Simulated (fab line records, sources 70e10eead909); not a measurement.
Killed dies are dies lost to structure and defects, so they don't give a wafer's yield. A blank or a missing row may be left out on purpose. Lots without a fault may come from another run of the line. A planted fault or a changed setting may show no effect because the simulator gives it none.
Which tool did it? | flow nand_harc | 6 lots, 18 wafers sampled, at 3 steps of a route of 1302

WHAT THE GAUGES READ, wafer by wafer
NHARC_END_SORT_01.
lot  | measured     | on        | killed_dies
L855 | day 27 06:09 | prober-01 | 56 56 55
L857 | day 27 18:27 | prober-02 | 83 70 66
L860 | day 28 16:09 | prober-01 | 89 100 94
L862 | day 29 01:25 | prober-02 | 84 79 89
L865 | day 30 17:33 | prober-02 | 70 77 77
L873 | day 33 14:02 | prober-01 | 52 60 51

WHICH TOOL RAN EACH LOT (tool, then ch and the chambers of the sampled wafers, then the start)
lot  | NHARC_A_BONDPAD_PVD_27       | NHARC_HYBRID_BOND_ACTIVATE_00
L855 | pvd_sputter-02, day 25 23:35 | rie_diel-07 ch 0,1,3, day 26 01:02
L857 | pvd_sputter-01, day 26 10:02 | rie_diel-07 ch 2,3, day 26 11:26
L860 | pvd_sputter-02, day 27 08:44 | rie_diel-07 ch 0,1,3, day 27 10:13
L862 | pvd_sputter-03, day 27 20:53 | rie_diel-09 ch 2,3, day 27 22:19
L865 | pvd_sputter-03, day 29 14:14 | rie_diel-07 ch 0,1,2, day 29 15:41
L873 | pvd_sputter-02, day 32 06:23 | rie_diel-07 ch 0,3, day 32 08:01
- NHARC_A_BONDPAD_PVD_27: deposits Cu, target thk 30 nm, time 20.49 s.
- NHARC_HYBRID_BOND_ACTIVATE_00: chemistry N2, time 60 s.

THE ANSWER, worked out from the rows above alone
Rule: what is usual is taken from the lots themselves. Put in order of their means at a reading, lots are off if they are a third of the lots or fewer, leave a main group of 4 or more, and stand apart from it by a gap of 3 or more times the standard deviation of the main group's means; of several such gaps the widest counts. A main group whose means are all the same, to the digits that the tables above print for the reading, isn't used. A lot without any number at a reading at which 4 lots or more have one is off too. The other lots that the step has rows for count as sound.
No lot is off at any reading shown: from this, nothing can be told.

WHAT THE SIMULATOR HAD PUT IN
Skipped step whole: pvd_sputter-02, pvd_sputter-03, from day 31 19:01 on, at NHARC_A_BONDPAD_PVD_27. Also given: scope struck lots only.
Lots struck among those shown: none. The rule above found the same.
